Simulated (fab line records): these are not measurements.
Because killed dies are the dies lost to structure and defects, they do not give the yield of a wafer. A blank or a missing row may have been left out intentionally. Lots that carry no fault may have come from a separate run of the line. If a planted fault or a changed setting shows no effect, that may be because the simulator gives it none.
A struck lot beside a sound one / flow n5_finfet / 15 out of 1938 route steps
Sound: the wafers L173.1, L173.3, L173.5. Struck: wafers L163.3, L163.6. (L163.2 of the same lot was not struck and is left out.) The cause comes at the end.
Order at every step that has rows: each side's tool, ch and its chambers, its first start. Under that, the readings that differ: sound wafers / struck wafers / difference of the means / sigmas: that difference in standard deviations of wafers without a fault.
alike: same words and numbers on both sides, and readings whose means sit less than 2 such deviations apart. not compared: any withheld reading, any reading some wafer has no value for, any bound like >300 that may hide the same value, and any number with overlapping values for which the record gives no deviation.
A row with sigmas, a row that says differs or no value, or rows on one side alone: a step with any of these is where the two part. When numbers do not overlap yet have no deviation, they are printed without sigmas and do not part them. A reading that every wafer of one side lacks parts them only if that side has two wafers or more.

N5_DUMMY_GATE_ETCH_32: etches SiO2 in CF4, target depth 3.5 nm, time 3.9 s.
  sound on rie_si-02 ch 1,2, day 8 14:22; struck on rie_si-02 ch 2,3, day 6 00:02
  alike: bias_w, drypump_motor_current_A, oes_product_au, throttle_valve_pct
  not compared: rf_hours_counter_h
N5_DUMMY_GATE_ETCH_23: etches poly-Si in HBr/Cl2/O2, target depth 41 nm, time 22.3 s.
  sound on rie_si-02 ch 1,2, day 8 14:23; struck on rie_si-02 ch 2,3, day 6 00:04
  alike: bias_w, drypump_motor_current_A, mfc_cl2_sccm, oes_product_au, throttle_valve_pct
  not compared: rf_hours_counter_h
then, 1 step without rows for these wafers: N5_DUMMY_GATE_ETCH_44 (etches poly-Si in HBr/O2, stops on SiO2, target depth 127.5 nm).
N5_DUMMY_GATE_CD_MEAS_24 targets a cd of 15 nm.
  sound on cd_sem-03, day 8 14:34; struck on cd_sem-01, day 6 00:14
  alike: cd_nm
N5_DUMMY_GATE_ETCH_42: etches SiO2 in CHF3/O2, target depth 3.5 nm, time 31 s.
  sound on rie_diel-05 ch 0,1,3, day 8 14:37; struck on rie_diel-05 ch 2, day 6 00:17
reading=oes_ar_750_au (a.u.); sound=0.75 0.76 0.76; struck=0.94 0.94; difference=+0.18; sigmas=+3
reading=oes_f_703_au (a.u.); sound=0.75 0.76 0.76; struck=0.94 0.94; difference=+0.18; sigmas=+3
reading=oes_product_au (a.u.); sound=0.76 0.76 0.76; struck=0.96 0.96; difference=+0.20; sigmas=+3
  alike: bias_w, drypump_motor_current_A, rf_vpp_V, showerhead_plenum_p_Torr, throttle_valve_pct
  not compared: rf_hours_counter_h
N5_DUMMY_GATE_STRIP_48: strips in N2/H2, time 20 s.
  sound on rie_diel-05 ch 0,1,3, day 8 14:40; struck on rie_diel-05 ch 2, day 6 00:20
reading=oes_product_au (a.u.); sound=0.76 0.75 0.77; struck=0.96 0.96; difference=+0.20; sigmas=+3
  alike: bias_power_w, drypump_motor_current_A, h2_flow_sccm, rf_vpp_V, showerhead_plenum_p_Torr, temp_c, throttle_valve_pct
  not compared: rf_hours_counter_h
then, 5 steps without rows for these wafers: N5_DUMMY_GATE_PRECLEAN_33 (cleans in dHF, time 10 s); N5_DUMMY_GATE_PRECLEAN_25 (cleans in O3/DIW, time 45 s); N5_DUMMY_GATE_PRECLEAN_51 (cleans in SC2, time 45 s); N5_DUMMY_GATE_SRD_26 (time 30 s); N5_DUMMY_GATE_UV_OZONE_45 (time 120 s).
N5_DUMMY_GATE_INSPECT_27: inspects for defects (brightfield).
  sound on defect_inspect-01, day 8 14:50; struck on defect_inspect-02, day 6 00:31
  alike: raw_defect_count
N5_SPACER0_ALD_07: deposits SiNx, target thk 2 nm.
  sound on ald_sin-03 ch 0,1,2, day 8 14:53; struck on ald_sin-02 ch 2,3, day 6 00:33
reading=model.SiNx_of_SPACER0_ALD_07.thk_nm (nm); sound=2 2 2; struck=1.4 1.4; difference=-0.6; sigmas=
  alike: heater_power_w
N5_SPACER0_ALD_00: deposits SiOCN, target thk 3.5 nm, pulse time 3 s, purge time 2 s.
  sound on ald_sin-03 ch 0,1,2, day 8 15:02; struck on ald_sin-02 ch 2,3, day 6 00:43
  alike: heater_power_w, precursor_pulse_height_rel
-- the record jumps here: 11 days lie between the struck wafers' starts before and after (it left off in module SPACER0 and takes up again in module PASSIVATION, whose first step shown is number 1936 of the route) --
N5_PASSIVATION_PROBE_49:
  record: rows for the struck wafers here (prober-02, day 16 16:47), none for the sound ones

## WHERE THEY PART
At N5_DUMMY_GATE_ETCH_42 first; at N5_PASSIVATION_PROBE_49 last (within this record only).

WHY: whatever the simulator had introduced
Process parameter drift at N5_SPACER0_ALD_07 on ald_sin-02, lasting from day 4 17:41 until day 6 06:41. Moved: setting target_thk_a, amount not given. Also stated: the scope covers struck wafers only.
